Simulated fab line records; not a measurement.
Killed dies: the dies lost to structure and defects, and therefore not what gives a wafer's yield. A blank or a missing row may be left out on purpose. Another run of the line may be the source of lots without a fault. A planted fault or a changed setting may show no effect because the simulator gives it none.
The same fault as seen by 2 desks / flow n5-finfet / what lay behind the numbers comes last; until then each desk has only its own

== FROM THE METROLOGY DESK ==
Means of the sampled wafers that have a number, per lot and without regard to the tool the lot ran on: this is what the gauges read. The brackets show how far a lot's mean lies from the usual mean; more than 4 standard deviations puts the lot out of limits, marked OUT.
Columns: A = cd-nm at N5_BEOL_M6_CD_MEAS_11, usual 38.2 nm; B = M6_OVL at N5_BEOL_M6_OVL_MEAS_12, usual 0.1 nm
lot=L431; first seen here=day 10 02:38; A=37.8; B=0.1
lot=L430; first seen here=day 10 02:58; A=37.9; B=-0.2
lot=L439; first seen here=day 12 02:59; A=38.6; B=0.2
lot=L441; first seen here=day 12 06:41; A=38.1; B=0.1
lot=L443; first seen here=day 12 23:49; A=37.7; B=-0.2
lot=L447; first seen here=day 13 23:12; A=37.5; B=1.0
lot=L449; first seen here=day 14 02:50; A=38.2; B=-0.1
lot=L450; first seen here=day 14 22:20; A=38.1; B=-0.4
lot=L452; first seen here=day 14 22:33; A=38.5; B=0.5
lot=L451; first seen here=day 15 05:50; A=38.2; B=-0.2
lot=L453; first seen here=day 15 07:08; A=38.8; B=-0.1
This desk found nothing out of limits on any of the 11 lots.

== AT THE TOOL OWNER'S DESK: rie-diel-05 ==
The tool's own readings at N5_BEOL_M6_ETCH_62 (etches SOC in N2/H2, target depth 110 nm, overetch 22 nm, time 165 s): means of the sampled wafers that have a number, for each lot that ran on this tool. The brackets show how far a lot's mean lies from the usual mean; more than 4 standard deviations puts the lot out of limits, marked OUT.
Columns: A = bias-w at N5_BEOL_M6_ETCH_62, usual 150.0 W; B = drypump-motor-current-A at N5_BEOL_M6_ETCH_62, usual 5.8 A; C = h2-flow-sccm at N5_BEOL_M6_ETCH_62, usual 200.1 sccm; D = oes-product-au at N5_BEOL_M6_ETCH_62, usual 0.66 a.u.; E = rf-vpp-V at N5_BEOL_M6_ETCH_62, usual 524.8 V; F = showerhead-plenum-p-Torr at N5_BEOL_M6_ETCH_62, usual 2.57 Torr; G = throttle-valve-pct at N5_BEOL_M6_ETCH_62, usual 17.87 %
lot=L439; first seen here=day 12 03:10; A=174.5 (+55) OUT; B=5.7; C=200.1; D=0.60; E=576.4 (+18) OUT; F=2.55; G=18.04
lot=L441; first seen here=day 12 07:26; A=174.9 (+55) OUT; B=6.2; C=199.6; D=0.72; E=579.7 (+20) OUT; F=2.64; G=17.90
Finding of this desk: L439, L441 out of limits; the first was L439 at day 12 03:10, on bias-w at N5_BEOL_M6_ETCH_62. In limits: none.

== BROUGHT TOGETHER ==
The tool owner's desk had the chance to raise an alarm at day 12 03:10 on L439, L441.
Metrology desk: nothing out of limits seen.
The metrology desk has L439, L441 on record, within its limits.
On rie-diel-05, each named lot ran N5_BEOL_M6_ETCH_62.

== WHAT HAD BEEN PUT IN BY THE SIMULATOR ==
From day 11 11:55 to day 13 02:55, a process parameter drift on rie-diel-05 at N5_BEOL_M6_ETCH_62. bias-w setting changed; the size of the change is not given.
Lots struck among those shown: L439, L441.
Each desk's first reading out of limits, in hours after the fault started: the tool owner's desk, 15.
